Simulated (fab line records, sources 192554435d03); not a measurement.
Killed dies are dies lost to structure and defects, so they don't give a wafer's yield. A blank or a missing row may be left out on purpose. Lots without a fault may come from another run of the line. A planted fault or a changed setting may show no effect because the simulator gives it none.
fab line records | flow n5_finfet
record lots=11 wafers=32 last_day=18
route steps=1938 shown BEOL_M7@1280 PASSIVATION@1936
lots that met no fault: from a run of the same line without faults
start_h: hours from the record's first day to the start of the lot's first wafer shown | wait_h: hours since the lot's step before | " the same as in the row above | L1.1+2: a row that stands for several wafers | - no value, or no start given | * or withheld: withheld | < > ~ a bound
route shown NAME@n: a module of which the file shows steps, and the number in the route of the first | usual: mean/standard deviation of fault-free wafers | same: alike in all rows | chamber/n: place in a boat | sites: the reading at each site | _std_site: their standard deviation | _edge_site: outer sites' mean less inner sites' | radius_mm: how far each site lies from the wafer's centre | mask NAME#n: copy n | behind: the tool/chamber that last shaped the wafer | hold: why the lot was held/for how many hours/how that ended | device: the transistor (n, p or np) that didn't switch | end of line: the same wafers' tests at the end of the route | a step without rows: its recipe alone | killed: dies lost to structure and defects at the first sort, not the wafer's yield | map: a wafer's dies, x killed, . not, _ none there
set.NAME: the setting as run; set.NAME@STEP: as run at that earlier step | model.NAME: the simulator's own value behind a step, which no gauge read
steps of the route over a sample of lots; a table a step, a row a wafer
services: from which hour (start_h, from the record's first day; less than 0 if before it) a tool's chamber was out of use, for how many hours, and why
## steps
# step N5_BEOL_M7_ETCH_61
# recipe chemistry=CF4 target=SiARC target_depth_a=455 mask_material=CAR-ArF time_s=75.8 ion_energy_ev=80 pressure_mtorr=40 source_w=545 bias_w=36 Ar_flow_sccm=100 cf4_flow_sccm=100 ends=cleared
# usual drypump_motor_current_A=5.7/0.33 etch_rf_on_time_s=75.6/2.1 oes_product_au=0.66/0.051 rf_vpp_V=184.0/1.2 showerhead_plenum_p_Torr=2.14/0.069 throttle_valve_pct=15.66/0.22
# columns lot.wafer tool chamber start_h wait_h drypump_motor_current_A etch_rf_on_time_s oes_product_au rf_hours_counter_h rf_vpp_V showerhead_plenum_p_Torr throttle_valve_pct
L873.1 rie_diel-04 1 207.62 0.0 5.7 72.0 0.75 68 184.4 2.08 15.36
L873.4 " 3 " " 5.1 76.7 0.66 129 182.4 2.15 15.31
L873.5 " 3 " " 5.0 76.7 0.66 - 185.8 2.15 15.31
L874.3 rie_diel-04 3 210.88 0.0 5.0 75.8 0.67 130 184.4 2.15 15.31
L874.4 " 0 " " 5.7 74.2 0.68 113 184.4 2.15 15.66
L874.6 " 0 " " 5.7 73.9 0.67 - 184.4 2.15 15.64
L884.4 rie_diel-01 2 259.29 0.0 6.3 71.7 0.63 199 187.4 2.22 15.70
L884.5 " 1 " " 5.9 73.3 0.61 - 181.8 2.04 15.87
L884.6 " 2 " " 6.3 72.0 0.63 - 183.3 2.22 15.70
L883.2 rie_diel-04 0 263.26 0.0 5.7 75.4 0.66 130 184.6 2.14 15.67
L883.3 " 3 " " 5.0 77.7 0.64 145 185.1 2.14 15.35
L883.4 " 2 " " 6.1 75.3 0.58 238 182.6 2.03 15.82
L886.2 rie_diel-03 1 277.42 0.0 5.4 76.4 0.66 133 183.5 2.15 15.48
L886.3 " 3 " " 5.9 75.1 0.59 245 183.1 2.13 15.95
L886.6 " 0 " " 5.7 76.2 0.71 - 186.0 2.25 15.77
L887.1 rie_diel-04 3 291.10 0.0 5.0 76.1 0.65 154 185.4 2.14 15.37
L887.3 " 2 " " 6.0 75.4 0.58 247 181.7 2.03 15.85
L887.4 " 2 " " 6.0 76.0 0.59 - 183.3 2.03 15.85
L889.4 rie_diel-01 0 298.07 0.0 5.8 79.1 0.68 86 184.7 2.18 15.46
L889.6 " 0 " " 5.8 79.0 0.68 - 184.4 2.18 15.45
L890.2 rie_diel-03 0 306.35 0.0 5.7 76.9 0.70 83 185.9 2.24 15.80
L890.4 " 1 " " 5.3 77.2 0.66 - 184.3 2.15 15.51
L890.5 " 2 " " 5.7 75.6 0.62 - 185.6 2.22 16.01
L893.2 rie_diel-04 0 309.92 0.0 5.7 77.0 0.64 143 184.6 2.14 15.72
L893.3 " 3 " " 5.0 76.9 0.64 162 185.5 2.14 15.39
L893.6 " 1 " " 5.7 74.2 0.71 - 182.9 2.07 15.43
L895.1 rie_diel-04 3 331.42 0.0 5.0 75.7 0.65 171 183.6 2.13 15.40
L895.2 " 1 " " 5.7 72.9 0.71 111 183.5 2.07 15.43
L895.5 " 1 " " 5.6 72.8 0.71 - 183.1 2.07 15.46
L896.1 rie_diel-03 0 337.96 0.0 5.7 75.7 0.69 96 185.2 2.24 15.82
L896.2 " 2 " " 5.6 75.3 0.62 198 185.1 2.21 16.03
L896.4 " 1 " " 5.4 77.7 0.65 156 182.6 2.14 15.54
# step N5_BEOL_M7_HM_OPEN_17
# recipe chemistry=Cl2/BCl3 target_depth_a=200 overetch_a=60 target=TiN mask_material=SOC ion_energy_ev=150 pressure_mtorr=10 icp_w=1000 bias_w=126 Cl2_flow_sccm=53.25 bcl3_flow_sccm=21.75 Ar_flow_sccm=25
# usual drypump_motor_current_A=5.5/0.4 he_backside_leak_sccm=3.5/0.34 oes_ar_750_au=0.77/0.092 oes_product_au=0.67/0.077 throttle_valve_pct=22.01/0.22
# columns lot.wafer tool chamber start_h wait_h drypump_motor_current_A he_backside_leak_sccm oes_ar_750_au oes_product_au rf_hours_counter_h throttle_valve_pct
L873.1 rie_metal-01 0 207.86 0.0 5.0 3.2 0.82 0.76 9 22.16
L873.4 " 1 " " 5.7 3.7 0.90 0.77 - 21.92
L873.5 " 0 " " 5.0 3.2 0.83 0.76 - 22.15
L874.3 rie_metal-01 1 211.15 0.1 5.6 3.7 0.90 0.76 - 21.93
L874.4 " 0 " " 5.0 3.2 0.82 0.75 - 22.14
L874.6 " 0 " " 5.0 3.1 0.82 0.75 - 22.17
L884.4 rie_metal-02 1 259.56 0.1 6.5 3.4 0.93 0.79 - 21.94
L884.5 " 0 " " 5.6 3.7 0.80 0.68 - 22.52
L884.6 " 1 " " 6.6 3.5 0.93 0.79 - 21.94
L883.2 rie_metal-03 1 263.51 0.0 5.6 3.4 0.68 0.60 72 21.69
L883.3 " 1 " " 5.6 3.4 0.68 0.60 - 21.69
L883.4 " 0 " " 5.3 3.7 0.68 0.59 - 22.00
L886.2 rie_metal-01 1 277.66 0.0 5.8 3.7 0.87 0.75 18 21.94
L886.3 " 0 " " 5.0 3.1 0.80 0.73 - 22.16
L886.6 " 1 " " 5.8 3.7 0.87 0.74 - 21.94
L887.1 rie_metal-03 1 291.34 0.0 5.6 3.4 0.68 0.60 75 21.67
L887.3 " 1 " " 5.6 3.4 0.67 0.60 - 21.69
L887.4 " 0 " " 5.3 3.5 0.68 0.58 - 21.99
L889.4 rie_metal-03 1 298.34 0.1 5.6 3.5 0.67 0.59 - 21.70
L889.6 " 0 " " 5.3 3.7 0.68 0.58 - 22.01
L890.2 rie_metal-03 0 306.59 0.0 5.3 3.5 0.68 0.57 81 22.04
L890.4 " 0 " " 5.3 3.7 0.67 0.57 - 22.03
L890.5 " 1 " " 5.6 3.6 0.67 0.59 - 21.69
L893.2 rie_metal-03 0 310.17 0.0 5.3 3.4 0.67 0.58 82 22.01
L893.3 " 0 " " 5.3 3.5 0.67 0.57 - 22.02
L893.6 " 0 " " 5.3 3.6 0.67 0.58 - 22.02
L895.1 rie_metal-03 0 331.67 0.0 5.3 3.6 0.67 0.57 84 22.03
L895.2 " 0 " " 5.3 3.8 0.67 0.56 - 22.03
L895.5 " 0 " " 5.3 3.7 0.67 0.56 - 22.02
L896.1 rie_metal-03 1 338.20 0.0 5.6 3.4 0.67 0.59 80 21.71
L896.2 " 0 " " 5.3 3.4 0.67 0.57 85 22.02
L896.4 " 0 " " 5.3 3.3 0.67 0.58 - 22.02
# step N5_BEOL_M7_STRIP_19
# recipe chemistry=O2 power_w=400 temp_c=40 pressure_mtorr=30 rf_frequency_hz=6e+07 bias_power_w=0 overash_fraction=0.2 o2_flow_sccm=225
# usual chamber_pressure_mTorr=30.00/0.032 drypump_motor_current_A=5.7/0.32 oes_product_au=0.76/0.057 rf_vpp_V=3.6/0.64 showerhead_plenum_p_Torr=2.09/0.069 throttle_valve_pct=16.73/0.21
# columns lot.wafer tool chamber start_h wait_h chamber_pressure_mTorr drypump_motor_current_A oes_product_au rf_hours_counter_h rf_vpp_V showerhead_plenum_p_Torr throttle_valve_pct
L873.1 rie_diel-04 0 207.97 0.1 30.04 5.7 0.79 112 3.4 2.14 16.85
L873.4 " 2 " " 30.06 6.0 0.70 222 4.0 1.99 16.78
L873.5 " 3 " " 30.07 5.0 0.77 - 2.4 2.09 16.32
L874.3 rie_diel-04 2 211.23 0.1 30.04 6.1 0.70 223 3.5 1.99 16.80
L874.4 " 3 " " 30.04 5.0 0.77 130 4.4 2.09 16.31
L874.6 " 2 " " 30.02 6.1 0.69 - 2.8 1.99 16.80
L884.4 rie_diel-04 3 259.65 0.1 39.07 5.0 0.76 144 3.4 2.09 16.31
L884.5 " 1 " " 38.98 5.7 0.85 - 3.5 2.07 16.63
L884.6 " 0 " " 38.99 5.7 0.78 - 3.3 2.13 16.87
L883.2 rie_diel-04 2 263.75 0.2 39.04 6.0 0.68 239 4.5 1.98 16.82
L883.3 " 1 " " 39.00 5.6 0.84 86 3.8 2.07 16.61
L883.4 " 0 " " 39.03 5.7 0.77 130 3.4 2.13 16.84
L886.2 rie_diel-01 1 277.77 0.1 30.00 5.9 0.72 222 3.4 2.01 17.00
L886.3 " 0 " " 29.98 5.8 0.81 80 3.5 2.15 16.54
L886.6 " 1 " " 30.05 5.9 0.71 - 3.8 2.01 16.97
L887.1 rie_diel-03 0 291.45 0.1 29.94 5.7 0.82 78 3.2 2.20 16.81
L887.3 " 1 " " 30.02 5.3 0.78 138 3.6 2.09 16.50
L887.4 " 3 " " 30.01 5.9 0.68 250 3.8 2.07 16.92
L889.4 rie_diel-01 1 298.43 0.1 29.98 5.9 0.69 228 3.2 2.00 16.99
L889.6 " 3 " " 30.04 5.7 0.75 - 3.3 1.98 16.77
L890.2 rie_diel-01 2 306.90 0.3 29.99 6.3 0.70 213 3.2 2.17 16.82
L890.4 " 1 " " 29.99 5.9 0.70 231 4.3 2.00 17.02
L890.5 " 0 " " 29.98 5.8 0.79 - 3.8 2.14 16.57
L893.2 rie_diel-03 1 310.28 0.1 30.07 5.4 0.77 146 3.6 2.09 16.53
L893.3 " 0 " " 30.05 5.8 0.80 86 4.8 2.19 16.83
L893.6 " 2 " " 29.96 5.6 0.72 - 4.1 2.15 16.99
L895.1 rie_diel-01 2 331.90 0.2 29.99 6.4 0.70 220 3.8 2.17 16.82
L895.2 " 0 " " 30.02 5.8 0.78 98 3.1 2.14 16.58
L895.5 " 1 " " 30.04 5.9 0.69 - 4.7 2.00 17.01
L896.1 rie_diel-01 1 338.45 0.2 30.04 5.9 0.69 240 3.7 2.00 17.04
L896.2 " 2 " " 30.01 6.3 0.70 221 3.5 2.17 16.83
L896.4 " 3 " " 29.97 5.7 0.74 186 3.8 1.98 16.81
# step N5_BEOL_M7_CD_MEAS_28
# recipe target_cd_nm=40 landing_energy_ev=500 detector=se_inlens
# usual cd_nm=40.11/0.27
# columns lot.wafer tool chamber start_h wait_h cd_nm
L873.1 cd_sem-01 0 209.00 - 39.85
L873.4 " 0 " " 40.42
L873.5 " 0 " " 40.19
L874.3 cd_sem-02 0 211.88 - 40.06
L874.4 " 0 " " 39.98
L874.6 " 0 " " 40.08
L884.4 cd_sem-01 0 260.86 - 39.83
L884.5 " 0 " " 40.01
L884.6 " 0 " " 39.64
L883.2 cd_sem-03 0 264.13 - 40.23
L883.3 " 0 " " 40.44
L883.4 " 0 " " 40.37
L886.2 cd_sem-01 0 279.34 - 40.11
L886.3 " 0 " " 39.56
L886.6 " 0 " " 40.34
L887.1 cd_sem-03 0 292.35 - 39.84
L887.3 " 0 " " 39.98
L887.4 " 0 " " 39.97
L889.4 cd_sem-03 0 299.52 - 40.20
L889.6 " 0 " " 39.38
L890.2 cd_sem-02 0 308.24 - 39.98
L890.4 " 0 " " 39.79
L890.5 " 0 " " 40.23
L893.2 cd_sem-01 0 310.79 - 40.30
L893.3 " 0 " " 40.57
L893.6 " 0 " " 40.22
L895.1 cd_sem-02 0 333.23 - 39.96
L895.2 " 0 " " 40.14
L895.5 " 0 " " 39.56
L896.1 cd_sem-03 0 338.83 - 40.08
L896.2 " 0 " " 39.89
L896.4 " 0 " " 39.98
# step N5_PASSIVATION_PROBE_49
# usual defect_limited_yield=91.6/1.4 killed_at_M0_to_M3=32/9.5 killed_at_M4_up=13/6 killed_at_contacts=12/5.6 killed_at_front_end=39/11 killed_at_other=2.8/2.3 killed_dies=99/16 killed_open=65/12 killed_short=32/7.6 sort_bin_4_leakage=0.1/0.88 sort_bin_5_function=4.8/0.88 sort_bin_6_memory=3.2/0.65 sort_n_pass=1077/29 sort_yield_pct=91.2/2.5
# same gross_dies=1180 killed_at_back_side=0 sort_bin_8_speed[%]=0
# columns lot.wafer tool chamber start_h wait_h defect_limited_yield[%] killed_at_M0_to_M3 killed_at_M4_up killed_at_contacts killed_at_front_end killed_at_other killed_dies killed_open killed_short sort_bin_4_leakage[%] sort_bin_5_function[%] sort_bin_6_memory[%] sort_n_pass sort_yield_pct[%]
L884.5 prober-02 - 337.47 0.2 90.4 46 20 9 35 3 113 67 41 0 5.3 3.6 1067 90.4
# killed by level:class
L884.5 BEOL_M0_SAQP:geometric_particle:short=18 BEOL_M0_SAQP:geometric_particle:open=13 FIN_SAQP:geometric_particle:short=10 BEOL_M4:geometric_particle:open=9 FIN_SAQP:geometric_particle:open=7 MOL_CONTACT_COAG:geometric_particle:open=7 BEOL_M2:geometric_particle:open=5 BEOL_M0:geometric_particle:open=5
## services
# columns tool chamber start_h hours kind
rie_metal-02 - 198.86 2.8 pm
rie_diel-01 - 207.15 2.3 repair
rie_diel-01 - 229.78 2.5 repair
rie_diel-03 - 262.64 0.5 repair
rie_metal-03 - 272.79 0.3 repair
rie_diel-04 0 289.58 7.4 repair
rie_diel-03 3 292.15 - clean
rie_diel-03 3 292.15 - consumable_replace:focus_ring
rie_diel-03 3 292.15 28.0 scheduled_down
rie_diel-03 3 292.15 28.0 vent_cycle
rie_metal-02 - 297.91 1.1 repair
rie_diel-04 2 306.17 5.3 repair
rie_diel-04 2 311.66 - clean
rie_diel-04 2 311.66 - consumable_replace:focus_ring
rie_diel-04 2 311.66 - consumable_replace:showerhead
rie_diel-04 2 311.66 12.8 scheduled_down
rie_diel-04 2 311.66 12.8 vent_cycle
rie_metal-02 0 325.16 6.6 repair
rie_metal-03 1 330.96 1.0 repair
## key
first_sign step=N5_BEOL_M7_STRIP_19 reading=chamber_pressure_mTorr direction=up sigmas=99+ usual=* struck=*
effect none on later readings
met_at N5_BEOL_M7_STRIP_19
struck_lots L883,L884
not_acting_at N5_BEOL_M7_ETCH_61,N5_BEOL_M7_HM_OPEN_17,N5_BEOL_M7_CD_MEAS_28
onset_between 211.23 259.65
fault kind=process_parameter_drift tool=rie_diel-04 chamber=- onset_h=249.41 steps=N5_BEOL_M7_STRIP_19 channel=pressure_mtorr offset=* shape=step end_h=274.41 acts_in=* stated=*
